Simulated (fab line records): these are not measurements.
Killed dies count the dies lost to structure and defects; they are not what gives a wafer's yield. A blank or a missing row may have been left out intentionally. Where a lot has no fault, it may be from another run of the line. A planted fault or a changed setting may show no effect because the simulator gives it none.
A lot that was struck, set against a sound lot    flow n5_finfet    38 steps out of a route of 1938
Sound: the wafers L717.1, L717.3, L717.6. Wafers L723.1, L723.2, L723.5 were the ones struck. The cause is named last.
Per side, at each step with rows, come the tool, then ch with its chambers, and then its first start. Under that, the readings that differ: sound wafers    struck wafers    difference of the means    sigmas: that difference in standard deviations of wafers without a fault.
alike: a reading whose means differ by less than 2 such deviations, as well as words and numbers matching on both sides. not compared: withheld readings; readings where some wafer has no value; bounds like >300 that might hide an equal value; numbers whose values overlap and for which the record gives no deviation.
A row with sigmas, a row that says differs or no value, or rows on one side alone: a step with any of these is where the two part. When numbers do not overlap yet have no deviation, they are printed without sigmas and do not part them. Lack of a reading on every wafer of one side parts them only where that side has two or more wafers.

first, 9 steps without rows for these wafers: N5_BEOL_M4_ANNEAL_95 (time 240 s); N5_BEOL_M4_SPUTTER_96 (material Cu, target thk 4.5 nm, time 8.29 s); N5_BEOL_M4_ECD_50 (material Cu, target thk 300 nm); N5_BEOL_M4_ANNEAL_51 (time 90 s); N5_BEOL_M4_CMP_52 (polishes, stops on SiOC, t overpolish 6.8 s, target thk 40 nm); N5_BEOL_M4_PRE_CLEAN_60 (time 15 s); N5_BEOL_M4_CO_CAP_55 (material Co, precursor CCTBA/H2, target thk 2 nm, time 102.1 s); N5_BEOL_M4_PRE_CLEAN_56 (time 15 s); N5_BEOL_M4_DEP_57 (deposits SiCN from 3MS/NH3, target thk 8 nm, time 14 s).
N5_BEOL_M4_RC_MEAS_101:
  sound on prober-01 ch 0, day 9 13:59; struck on prober-02 ch 0, day 11 16:29
  alike: DIBL_N, DIBL_P, IOFF_N, IOFF_P, ION_N, ION_P, SS_N, SS_P, VT_N, VT_P
then, 24 steps without rows for these wafers: N5_BEOL_M5_ILD_DEP_00 (deposits SiCOH lowk from DEMS/porogen, target thk 140.64 nm, time 25.9 s); N5_BEOL_M5_CURE_79 (cures SiCOH lowk, time 240 s); N5_BEOL_M5_PECVD_70 (deposits SiO2 from TEOS/O2, target thk 16 nm, time 18 s); N5_BEOL_M5_HM_DEP_02 (deposits TiN, target thk 20 nm); N5_BEOL_M5_COAT_59 (time 60 s, resist thk 60 nm); N5_BEOL_M5_COAT_60 (time 60 s, resist thk 12 nm); N5_BEOL_M5_COAT_71 (time 60 s, resist thk 5 nm); N5_BEOL_M5_COAT_05 (resist thk 30 nm); N5_BEOL_M5_EBR_07; N5_BEOL_M5_SOFTBAKE_06 (time 60 s); N5_BEOL_M5_EXPOSE_08 (exposes mask M5, target cd 28 nm); N5_BEOL_M5_PEB_09 (peb time 60 s); N5_BEOL_M5_DEVELOP_10 (develop time 30 s); N5_BEOL_M5_DESCUM_16 (chemistry O2, time 7 s); N5_BEOL_M5_ETCH_72 (etches underlayer in N2/H2, target depth 6.5 nm, time 5.2 s); N5_BEOL_M5_ETCH_61 (etches SiARC in CF4, target depth 15.6 nm, time 26 s); N5_BEOL_M5_ETCH_62 (etches SOC in N2/H2, target depth 75 nm, overetch 15 nm, time 112.5 s); N5_BEOL_M5_STRIP_63 (strips in N2/H2); N5_BEOL_M5_STRIP_73 (strips in N2/H2); N5_BEOL_M5_STRIP_64 (strips in CF4); N5_BEOL_M5_HM_OPEN_17 (chemistry Cl2/BCl3, target TiN, target depth 20 nm, overetch 6 nm); N5_BEOL_M5_STRIP_19 (strips in O2); N5_BEOL_M5_COAT_65 (time 60 s, resist thk 60 nm); N5_BEOL_M5_COAT_66 (time 60 s, resist thk 12 nm).
N5_BEOL_M10_CURE_71: cures SiCOH lowk, time 240 s.
  sound on uv_cure-01 ch 1, day 11 12:38; struck on uv_cure-01 ch 0, day 13 14:41
  no value came back on the struck wafers for lamp_power_pct (%), run_length_s (s), wafer_temp_C_max; on the sound wafers lamp_power_pct (%) reads 52.39 52.40 52.36
reading                                              sound              struck         difference  sigmas
model.SiCOH_lowk_of_BEOL_M10_ILD_DEP_00.thk_nm (nm)  270.2 268.4 268.6  305 300.8 307  +35         
N5_BEOL_M10_THK_MEAS_01:
  sound on film_metro-02 at day 11 13:10; struck on film_metro-02 at day 13 15:11
reading           sound        struck       difference  sigmas
M10_ILD_THK (nm)  270 268 269  305 301 307  +35         +10
N5_BEOL_M10_CMP_52: polishes, stops on SiCOH lowk, t overpolish 7 s, target thk 140 nm.
  sound on cmp-01 ch 1,2,3, day 11 21:14; struck on cmp-02 ch 0,2, day 14 00:11
reading                                              sound              struck         difference  sigmas
model.SiCOH_lowk_of_BEOL_M10_ILD_DEP_00.thk_nm (nm)  267.2 265.4 265.6  302 297.8 304  +35         
  alike: clearing_platen_down_force_psi, edge_zone_pressure_frac, motor_current_A
N5_PASSIVATION_PROBE_49:
  sound on prober-02 at day 14 02:34; struck on prober-02 at day 15 19:05
  alike: defect_limited_yield, killed_at_M0_to_M3, killed_at_M4_up, killed_at_contacts, killed_at_front_end, killed_at_other, killed_dies, killed_on_rim, killed_open, killed_short, sort_bin_5_function, sort_bin_6_memory, sort_bin_8_speed, sort_n_pass, sort_yield_pct

WHERE THEY PART
At N5_BEOL_M10_CURE_71 first; at N5_BEOL_M10_THK_MEAS_01 last (within this record only). Later steps at which nothing parts them and some readings are alike: N5_BEOL_M10_CMP_52, N5_PASSIVATION_PROBE_49.

WHY: whatever the simulator had introduced
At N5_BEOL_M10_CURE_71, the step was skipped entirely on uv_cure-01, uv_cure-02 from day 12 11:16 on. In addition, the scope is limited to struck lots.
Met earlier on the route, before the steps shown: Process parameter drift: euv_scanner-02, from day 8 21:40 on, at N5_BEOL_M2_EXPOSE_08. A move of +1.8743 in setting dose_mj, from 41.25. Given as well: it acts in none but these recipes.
